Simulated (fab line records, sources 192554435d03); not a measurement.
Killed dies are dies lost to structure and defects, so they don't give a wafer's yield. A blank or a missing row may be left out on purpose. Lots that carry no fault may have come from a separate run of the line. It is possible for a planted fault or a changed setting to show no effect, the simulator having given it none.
fab line records    flow n5_finfet
[record] lots = 10  wafers = 29  last_day = 19
route steps=1938 shown SPACER0@259 SD_EPI_N@293 SD_EPI_P@307 BEOL_M4@1111 PASSIVATION@1936
lots with no fault: from the same line, run without faults
start_h: start of the lot's first displayed wafer, in hours after the record's first day    wait_h: hours elapsed since this lot's preceding step    " same as the row above    L1.1+2: several wafers, shown together as one row    - no value present, or no start provided    * or withheld: withheld    < > ~ a bound
route shown NAME@n: names a module that has steps shown in the file, with the first one's number in the route    usual: mean/standard deviation of fault-free wafers    same: alike in all rows    chamber/n: place in a boat    sites: the reading at each site    _std_site: standard deviation of those values    _edge_site: inner sites' mean taken away from outer sites' mean    radius_mm: how far each site lies from the wafer's centre    mask NAME#n: copy n    behind: tool/chamber where the wafer was last shaped    hold: what put the lot on hold/how long, in hours/how the hold closed    device: the n, p or np transistor that did not switch    end of line: the route-end tests of the same wafers    a step without rows: its recipe alone    killed: the dies lost at the first sort to structure and to defects; this is not the yield of the wafer    map: a wafer's dies, marking killed ones x, the rest . and places with no die _
set.NAME: the run value of the setting; set.NAME@STEP: its run value at that earlier step    model.NAME: the simulator's own value behind a step, which no gauge read
steps of the route over a sample of lots; a table a step, a row a wafer
services: a tool's chamber out of use, with start hour (start_h, from the record's first day; less than 0 if before it), hours out, and reason
[[steps]]
[step N5_SPACER0_ALD_00]
[recipe] material = SiOCN  target_thk_a = 35  temp_c = 400  ald_precursor_family = alkyl-aminosilane  ald_co_reactant = O2/N2-plasma  pulse_time_s = 3  purge_time_s = 2  co_reactant_purge_time_s = 2  ald_cycles = 58  pressure_torr = 2
[usual] heater_power_w = 855/100  precursor_pulse_height_rel = 0.999/0.02
lot.wafer  tool        chamber  start_h  wait_h  heater_power_w  precursor_pulse_height_rel
L243.2     ald_sin-02  1        49.95    0.1     746             0.993
L243.3     "           0        "        "       862             1.003
L243.5     "           3        "        "       742             0.975
L244.1     ald_sin-03  0        55.01    0.1     923             1.005
L244.2     "           2        "        "       857             0.969
L244.6     "           1        "        "       753             1.027
L245.3     ald_sin-04  0        61.99    0.1     865             0.996
L245.6     "           3        "        "       932             1.009
L250.1     ald_sin-02  3        90.23    0.1     751             0.998
L250.3     "           0        "        "       863             0.975
L250.6     "           0        "        "       858             1.032
L251.2     ald_sin-04  0        99.87    0.1     884             0.999
L251.4     "           2        "        "       816             1.025
L251.5     "           2        "        "       804             0.992
L258.1     ald_sin-03  1        139.90   0.1     752             0.998
L258.3     "           2        "        "       843             0.994
L258.4     "           3        "        "       831             1.011
L262.2     ald_sin-04  0        161.75   0.1     889             1.031
L262.3     "           1        "        "       871             0.986
L262.5     "           1        "        "       828             1.006
L263.1     ald_sin-03  2        167.75   0.1     868             1.006
L263.2     "           3        "        "       812             1.004
L263.3     "           1        "        "       755             1.008
L264.1     ald_sin-03  3        173.73   0.1     814             1.013
L264.3     "           2        "        "       870             0.995
L264.5     "           2        "        "       857             0.981
L266.1     ald_sin-03  1        187.22   0.1     741             0.965
L266.3     "           3        "        "       812             1.013
L266.5     "           2        "        "       863             1.034
[step N5_SD_EPI_N_LINER_46]
[recipe] material = SiNx  target_thk_a = 30  temp_c = 400  ald_precursor_family = SiH2I2  ald_co_reactant = N2/H2-plasma  pressure_torr = 2
[usual] heater_power_w = 859/92
lot.wafer  tool        chamber  start_h  wait_h  heater_power_w
L243.2     ald_sin-04  2        55.65    0.5     814
L243.3     "           0        "        "       865
L243.5     "           1        "        "       838
L244.1     ald_sin-04  0        59.54    0.2     883
L244.2     "           2        "        "       814
L244.6     "           3        "        "       935
L245.3     ald_sin-04  3        67.12    0.3     945
L245.6     "           3        "        "       937
L250.1     ald_sin-04  1        95.68    0.2     844
L250.3     "           0        "        "       887
L250.6     "           1        "        "       843
L251.2     ald_sin-01  1        104.56   0.1     940
L251.4     "           1        "        "       978
L251.5     "           3        "        "       836
L258.1     ald_sin-02  2        145.63   0.6     1130
L258.3     "           1        "        "       768
L258.4     "           3        "        "       741
L262.2     ald_sin-01  2        166.85   0.6     844
L262.3     "           1        "        "       937
L262.5     "           0        "        "       786
L263.1     ald_sin-01  0        172.87   0.2     785
L263.2     "           2        "        "       853
L263.3     "           1        "        "       948
L264.1     ald_sin-01  2        178.35   0.2     816
L264.3     "           3        "        "       848
L264.5     "           0        "        "       775
L266.1     ald_sin-02  0        193.58   0.7     863
L266.3     "           1        "        "       782
L266.5     "           1        "        "       751
[step N5_SD_EPI_P_ETCH_36]
[recipe] chemistry = CF4  target = SiARC  target_depth_a = 455  mask_material = CAR-ArF-block  time_s = 75.8  ion_energy_ev = 80  pressure_mtorr = 40  source_w = 545  bias_w = 36  Ar_flow_sccm = 100  cf4_flow_sccm = 100  ends = cleared
[usual] cf4_flow_sccm = 100.0/0.31  drypump_motor_current_A = 5.6/0.45  etch_rf_on_time_s = 75.6/2  oes_product_au = 0.66/0.063  rf_vpp_V = 184.2/1.1  showerhead_plenum_p_Torr = 2.15/0.054  throttle_valve_pct = 15.61/0.25
lot.wafer  tool         chamber  start_h  wait_h  cf4_flow_sccm  drypump_motor_current_A  etch_rf_on_time_s  oes_product_au  rf_hours_counter_h  rf_vpp_V  showerhead_plenum_p_Torr  throttle_valve_pct
L243.2     rie_diel-06  3        56.49    0.0     99.7           5.7                      78.6               0.63            148                 184.3     2.23                      15.71
L243.3     "            0        "        "       100.3          5.1                      76.2               0.70            77                  183.4     2.09                      15.74
L243.5     "            1        "        "       100.1          6.5                      75.0               0.60            -                   183.0     2.12                      15.66
L244.1     rie_diel-06  3        60.55    0.0     100.3          5.6                      79.0               0.63            148                 185.0     2.23                      15.70
L244.2     "            2        "        "       100.2          5.6                      75.3               0.66            142                 184.1     2.24                      15.59
L244.6     "            1        "        "       99.6           6.5                      75.3               0.60            -                   182.2     2.12                      15.65
L245.3     rie_diel-05  0        67.76    0.0     100.0          5.2                      75.3               0.75            51                  182.7     2.10                      15.24
L245.6     "            1        "        "       100.5          5.6                      73.2               0.65            -                   184.6     2.21                      15.55
L250.1     rie_diel-05  1        97.44    0.0     99.8           5.6                      73.3               0.64            190                 185.1     2.21                      15.57
L250.3     "            2        "        "       100.0          6.2                      133.5              0.63            37                  184.9     2.17                      15.16
L250.6     "            3        "        "       99.8           5.1                      77.8               0.59            -                   185.0     2.14                      15.96
L251.2     rie_diel-06  3        105.54   0.0     100.0          5.6                      79.4               0.63            162                 185.6     2.22                      15.74
L251.4     "            2        "        "       99.5           5.6                      75.5               0.66            155                 185.2     2.24                      15.61
L251.5     "            2        "        "       99.6           5.6                      75.8               0.65            -                   183.6     2.24                      15.58
L258.1     rie_diel-06  3        146.44   0.0     99.6           5.7                      78.6               0.62            173                 185.9     2.22                      15.76
L258.3     "            2        "        "       100.1          5.6                      75.1               0.65            167                 185.1     2.23                      15.63
L258.4     "            1        "        "       100.5          6.5                      74.7               0.59            217                 183.3     2.12                      15.72
L262.2     rie_diel-05  0        167.64   0.0     99.9           5.2                      75.4               0.72            79                  185.4     2.09                      15.30
L262.3     "            3        "        "       99.9           5.1                      79.1               0.58            238                 183.8     2.13                      15.98
L262.5     "            3        "        "       99.7           5.1                      79.3               0.58            -                   182.1     2.13                      15.98
L263.1     rie_diel-02  2        173.64   0.0     100.2          6.0                      73.1               0.66            155                 184.2     2.13                      15.58
L263.2     "            0        "        "       99.7           5.1                      77.2               0.60            193                 185.6     2.23                      16.00
L263.3     "            1        "        "       100.3          5.6                      77.1               0.72            44                  182.0     2.09                      15.65
L264.1     rie_diel-06  3        179.12   0.0     100.3          5.6                      78.7               0.61            181                 183.7     2.21                      15.78
L264.3     "            1        "        "       100.2          6.5                      75.8               0.59            225                 183.4     2.11                      15.72
L264.5     "            2        "        "       99.9           5.6                      75.8               0.64            -                   184.6     2.23                      15.65
L266.1     rie_diel-05  0        194.23   0.0     100.4          5.3                      74.2               0.72            86                  183.8     2.09                      15.31
L266.3     "            3        "        "       101.1          5.1                      79.0               0.57            245                 183.9     2.13                      16.02
L266.5     "            0        "        "       100.1          5.2                      74.3               0.72            -                   184.3     2.09                      15.32
[step N5_SD_EPI_P_EPI_MEAS_23]
[recipe] mode = xrd
[usual] thk_nm = 61.0/1.2
lot.wafer  tool           chamber  start_h  wait_h  thk_nm
L243.2     film_metro-02  -        60.02    1.5     59.5
L243.3     "              -        "        "       58.9
L243.5     "              -        "        "       59.5
L244.1     film_metro-02  -        64.06    1.8     59.8
L244.2     "              -        "        "       60.7
L244.6     "              -        "        "       59.1
L245.3     film_metro-01  -        71.28    1.1     62.8
L245.6     "              -        "        "       60.7
L250.1     film_metro-01  -        100.95   1.8     60.9
L250.3     "              -        "        "       58.7
L250.6     "              -        "        "       59.5
L251.2     film_metro-01  -        109.05   1.5     60.6
L251.4     "              -        "        "       60.5
L251.5     "              -        "        "       58.7
L258.1     film_metro-02  -        149.95   1.8     61.4
L258.3     "              -        "        "       61.1
L258.4     "              -        "        "       61.4
L262.2     film_metro-02  -        171.99   2.0     62.0
L262.3     "              -        "        "       62.5
L262.5     "              -        "        "       61.6
L263.1     film_metro-01  -        179.11   3.2     60.6
L263.2     "              -        "        "       61.8
L263.3     "              -        "        "       60.9
L264.1     film_metro-01  -        183.46   2.4     62.0
L264.3     "              -        "        "       61.0
L264.5     "              -        "        "       62.2
L266.1     film_metro-02  -        198.47   2.5     60.7
L266.3     "              -        "        "       60.6
L266.5     "              -        "        "       61.1
[step N5_BEOL_M4_RC_MEAS_101]
[usual] DIBL_N = 36.5/1.9  DIBL_P = 36.4/2.2  IOFF_N = 0.17/0.034  IOFF_P = 0.21/0.036  ION_N = 678/12  ION_P = 462/7.1  SS_N = 71.7/0.61  SS_P = 73.4/0.71  VT_N = 249/3.5  VT_P = -251/3
lot.wafer  tool       chamber  start_h  wait_h  DIBL_N[mV/V]  DIBL_P[mV/V]  IOFF_N[nA/um]  IOFF_P[nA/um]  ION_N[uA/um]  ION_P[uA/um]  SS_N[mV/dec]  SS_P[mV/dec]  VT_N[mV]  VT_P[mV]
L244.1     prober-02  0        185.35   0.0     37.6          37.9          0.16           0.23           671           455           71.6          73.9          248       -250
L244.2     "          0        "        "       40.3          40.5          0.23           0.27           691           471           71.8          75.4          243       -247
L244.6     "          0        "        "       36.1          35.1          0.15           0.18           666           453           70.9          73.0          251       -253
L243.2     prober-01  0        185.84   0.2     37.7          37.9          0.21           0.25           689           467           72.5          74.7          244       -249
L243.3     "          0        "        "       36.6          37.3          0.18           0.23           679           465           71.9          74.8          248       -250
L243.5     "          0        "        "       37.5          37.5          0.19           0.23           683           461           72.7          73.5          246       -251
L245.3     prober-02  0        204.51   0.3     39.2          39.0          0.22           0.23           689           462           72.0          74.0          246       -252
L245.6     "          0        "        "       39.5          38.4          0.22           0.24           677           464           72.4          73.7          245       -252
L251.2     prober-01  0        237.59   0.2     36.3          34.0          0.13           0.17           664           456           70.8          72.6          253       -258
L251.4     "          0        "        "       36.0          33.9          0.13           0.16           671           453           70.9          73.0          252       -255
L251.5     "          0        "        "       35.0          32.9          0.12           0.16           658           458           71.3          72.2          256       -256
L250.1     prober-02  0        238.07   0.0     34.9          34.9          0.15           0.20           681           470           71.3          73.2          247       -250
L250.3     "          0        "        "       35.3          33.9          0.15           0.19           666           458           71.8          72.7          249       -248
L250.6     "          0        "        "       34.3          33.7          0.14           0.19           667           469           71.0          72.7          250       -253
L258.1     prober-02  0        294.59   0.0     33.7          34.0          0.11           0.16           664           456           71.0          72.5          255       -252
L258.3     "          0        "        "       38.1          39.5          0.18           0.24           683           474           72.7          73.6          252       -250
L258.4     "          0        "        "       34.3          34.0          0.11           0.15           661           453           70.8          72.9          255       -255
L262.2     prober-01  0        298.12   0.2     36.8          38.1          0.18           0.22           676           468           71.6          73.6          248       -252
L262.3     "          0        "        "       35.3          37.1          0.16           0.19           673           456           72.2          72.8          251       -254
L262.5     "          0        "        "       35.3          37.4          0.17           0.20           689           470           72.2          72.9          249       -252
L264.1     prober-01  0        308.03   0.2     37.5          38.5          0.20           0.21           690           465           73.0          74.2          247       -251
L264.3     "          0        "        "       36.0          37.6          0.16           0.18           665           449           71.5          73.1          250       -254
L264.5     "          0        "        "       35.6          37.0          0.16           0.19           686           466           71.1          73.4          248       -256
L263.1     prober-01  0        318.58   0.0     38.7          38.4          0.20           0.27           687           466           72.4          74.0          247       -246
L263.2     "          0        "        "       36.4          35.0          0.16           0.21           684           465           71.9          73.6          249       -250
L263.3     "          0        "        "       35.9          34.8          0.14           0.20           678           468           71.1          73.4          252       -253
L266.1     prober-01  0        347.71   0.0     36.4          35.3          0.16           0.21           669           459           71.8          73.7          250       -250
L266.3     "          0        "        "       34.1          32.6          0.13           0.17           673           464           71.4          72.4          253       -253
L266.5     "          0        "        "       34.1          32.6          0.13           0.18           676           466           71.1          73.0          251       -252
[step N5_PASSIVATION_PROBE_49]
[usual] defect_limited_yield = 91.0/1.5  killed_at_M0_to_M3 = 35/11  killed_at_M4_up = 13/5  killed_at_contacts = 12/5.9  killed_at_front_end = 42/13  killed_at_other = 3/3.2  killed_dies = 106/18  killed_on_rim = 14/4.2  killed_open = 69/13  killed_short = 35/8.9  sort_bin_5_function = 5.2/0.95  sort_bin_6_memory = 3.3/0.71  sort_n_pass = 1074/18  sort_yield_pct = 91.0/1.5
[same] gross_dies = 1180  killed_at_back_side = 0  sort_bin_4_leakage[%] = 0  sort_bin_8_speed[%] = 0
lot.wafer  tool       chamber  start_h  wait_h  defect_limited_yield[%]  killed_at_M0_to_M3  killed_at_M4_up  killed_at_contacts  killed_at_front_end  killed_at_other  killed_dies  killed_on_rim  killed_open  killed_short  sort_bin_5_function[%]  sort_bin_6_memory[%]  sort_n_pass  sort_yield_pct[%]
L251.2     prober-01  -        354.06   0.1     90.2                     26                  8                23                  51                   8                116          14             81           33            5.8                     3.6                   1064         90.2
L251.4     prober-01  -        354.16   0.2     90.0                     39                  21               20                  36                   2                118          18             74           44            6.2                     3.2                   1062         90.0
L251.5     prober-01  -        354.21   0.2     90.9                     28                  5                20                  52                   2                107          19             70           31            5.1                     3.4                   1073         90.9
L258.1     prober-02  -        402.34   0.0     90.3                     23                  7                21                  60                   4                115          22             86           27            6.0                     3.4                   1065         90.3
L258.3     prober-02  -        402.44   0.1     92.3                     30                  9                8                   35                   9                91           15             52           31            4.3                     2.6                   1089         92.3
L258.4     prober-02  -        402.49   0.2     91.9                     35                  7                18                  32                   3                95           13             65           29            4.0                     3.8                   1085         91.9
// killed by level:class
L251.2 MOL_CONTACT_COAG:geometric_particle:open=21 BEOL_M0_SAQP:geometric_particle:open=13 STI_FIN_REVEAL:geometric_particle:open=10 FIN_SAQP:geometric_particle:short=7 FIN_SAQP:geometric_particle:open=6 STARTING-WAFER:geometric_particle:short=6 DUMMY_GATE:geometric_particle:open=5 BEOL_M2:geometric_particle:open=5
L251.4 MOL_CONTACT_COAG:geometric_particle:open=18 FIN_SAQP:geometric_particle:short=14 BEOL_M0_SAQP:geometric_particle:short=14 BEOL_M0_SAQP:geometric_particle:open=12 STI_FIN_REVEAL:geometric_particle:open=8 BEOL_M4:geometric_particle:open=7 BEOL_M2:geometric_particle:open=6 BEOL_M5:geometric_particle:open=4
L251.5 MOL_CONTACT_COAG:geometric_particle:open=15 FIN_SAQP:geometric_particle:open=14 FIN_SAQP:geometric_particle:short=9 STI_FIN_REVEAL:geometric_particle:open=9 BEOL_M0_SAQP:geometric_particle:short=8 BEOL_M1:geometric_particle:open=7 MOL_CONTACT_COAG:geometric_particle:short=5 BEOL_M0_SAQP:geometric_particle:open=5
L258.1 FIN_SAQP:geometric_particle:open=19 MOL_CONTACT_COAG:geometric_particle:open=19 FIN_SAQP:geometric_particle:short=11 DUMMY_GATE:geometric_particle:open=10 STI_FIN_REVEAL:geometric_particle:open=7 BEOL_M0_SAQP:geometric_particle:open=7 BEOL_M2:geometric_particle:open=6 GATE_CUT:geometric_particle:open=4
L258.3 BEOL_M3:geometric_particle:open=10 FIN_SAQP:geometric_particle:open=9 FIN_SAQP:geometric_particle:short=7 BEOL_M1:geometric_particle:open=6 MOL_CONTACT_COAG:geometric_particle:open=5 BEOL_M0_SAQP:geometric_particle:short=4 STARTING-WAFER:geometric_particle:short=4 HKMG_FIN:area_etch=4
L258.4 MOL_CONTACT_COAG:geometric_particle:open=13 STI_FIN_REVEAL:geometric_particle:open=7 DUMMY_GATE:geometric_particle:open=7 BEOL_M3:geometric_particle:open=7 BEOL_M2:geometric_particle:open=7 FIN_SAQP:geometric_particle:short=5 MOL_CONTACT_COAG:geometric_particle:short=5 BEOL_M0_SAQP:geometric_particle:open=5
[[services]]
tool         chamber  start_h  hours  kind
rie_diel-05  0        32.32    29.0   repair
rie_diel-06  1        36.08    7.9    repair
ald_sin-02   -        39.23    0.5    repair
ald_sin-02   2        43.06    14.4   repair
ald_sin-01   -        45.58    0.2    repair
rie_diel-05  3        51.80    1.8    repair
ald_sin-02   1        52.87    3.3    repair
ald_sin-03   0        57.68    10.2   repair
ald_sin-03   -        62.48    2.8    pm
ald_sin-03   3        65.90    8.0    repair
ald_sin-02   2        77.09    7.8    repair
ald_sin-01   -        84.75    2.8    pm
rie_diel-06  -        95.50    1.1    repair
ald_sin-01   2        105.64   5.0    repair
rie_diel-02  0        110.40   10.7   repair
rie_diel-02  -        134.86   0.7    repair
ald_sin-01   0        135.09   3.7    repair
ald_sin-04   2        141.35   11.1   repair
ald_sin-03   1        147.19   7.9    repair
ald_sin-02   1        169.32   4.6    repair
ald_sin-04   1        174.65   10.0   repair
ald_sin-04   -        177.95   14.0   pm
ald_sin-04   0        177.95   14.0   vent_cycle
ald_sin-04   2        177.95   14.0   vent_cycle
[[key]]
[first_sign] step = N5_SD_EPI_P_ETCH_36  reading = etch_rf_on_time_s  direction = up  sigmas = 29  usual = *  struck = *
effect none on later readings
met_at N5_SD_EPI_P_ETCH_36
struck_lots L250
struck_wafers L250.3
not_acting_at N5_SPACER0_ALD_00,N5_SD_EPI_N_LINER_46,N5_SD_EPI_P_EPI_MEAS_23
onset_between 67.76 97.44
[fault] kind = process_parameter_drift  tool = rie_diel-05  chamber = -  onset_h = 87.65  steps = N5_SD_EPI_P_ETCH_36  channel = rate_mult  offset = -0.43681  shape = step  end_h = 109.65  scope = struck_wafers_only
